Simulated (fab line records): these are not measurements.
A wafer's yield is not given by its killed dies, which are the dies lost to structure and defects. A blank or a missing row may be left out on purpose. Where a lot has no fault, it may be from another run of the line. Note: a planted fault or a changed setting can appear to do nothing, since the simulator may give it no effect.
Chamber matching :: flow nand harc :: rie diel-05 running NHARC_A_STAIRCASE_DESCUM_219: 4 sister chambers
The step chemistry O2, time 3 s. 4 wafers are shown with their chamber, then 12 later ones without.

WAFERS WITH THEIR CHAMBER
wafer: L082.2
chamber: 2
showerhead plenum p Torr (Torr): 1.91

wafer: L082.3
chamber: 1
showerhead plenum p Torr (Torr): 1.83

wafer: L084.2
chamber: 3
showerhead plenum p Torr (Torr): 1.96

wafer: L084.5
chamber: 0
showerhead plenum p Torr (Torr): 1.84

WAFERS WITHOUT THEIR CHAMBER
wafer: L090.2
showerhead plenum p Torr (Torr): 1.84

wafer: L090.4
showerhead plenum p Torr (Torr): 1.96

wafer: L090.5
showerhead plenum p Torr (Torr): 1.90

wafer: L092.1
showerhead plenum p Torr (Torr): 1.82

wafer: L092.3
showerhead plenum p Torr (Torr): 1.96

wafer: L092.6
showerhead plenum p Torr (Torr): 1.90

wafer: L097.1
showerhead plenum p Torr (Torr): 1.83

wafer: L097.2
showerhead plenum p Torr (Torr): 1.82

wafer: L097.4
showerhead plenum p Torr (Torr): 1.95

wafer: L097.3
showerhead plenum p Torr (Torr): 1.90

wafer: L097.5
showerhead plenum p Torr (Torr): 1.83

wafer: L097.6
showerhead plenum p Torr (Torr): 1.95

CHAMBER TAKEN BY EACH
wafer: L090.2
from the rows above: can't be placed: 0 or 1
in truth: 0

wafer: L090.4
from the rows above: 3
in truth: 3

wafer: L090.5
from the rows above: 2
in truth: 2

wafer: L092.1
from the rows above: can't be placed: 1 or 0
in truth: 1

wafer: L092.3
from the rows above: 3
in truth: 3

wafer: L092.6
from the rows above: 2
in truth: 2

wafer: L097.1
from the rows above: can't be placed: 1 or 0
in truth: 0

wafer: L097.2
from the rows above: can't be placed: 1 or 0
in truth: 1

wafer: L097.4
from the rows above: 3
in truth: 3

wafer: L097.3
from the rows above: 2
in truth: 2

wafer: L097.5
from the rows above: can't be placed: 1 or 0
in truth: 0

wafer: L097.6
from the rows above: 3
in truth: 3
7 of 12 placed correctly. These rows do not allow placing 5 (true chamber among the candidates in 5). Number placed wrongly: 0.
How it was worked out, from the rows above alone: a wafer's distance from a chamber is the root of the sum, over the readings, of the square of ((its reading less the chamber's mean) divided by the reading's scatter). The wafer belongs to the nearest chamber; if the next one is less than 2 further off, it can't be placed. For every chamber, the mean is computed from those of its wafers that are shown. The scatter: root of mean squared gap, hidden wafer to nearest shown wafer, with one shown wafer a chamber.
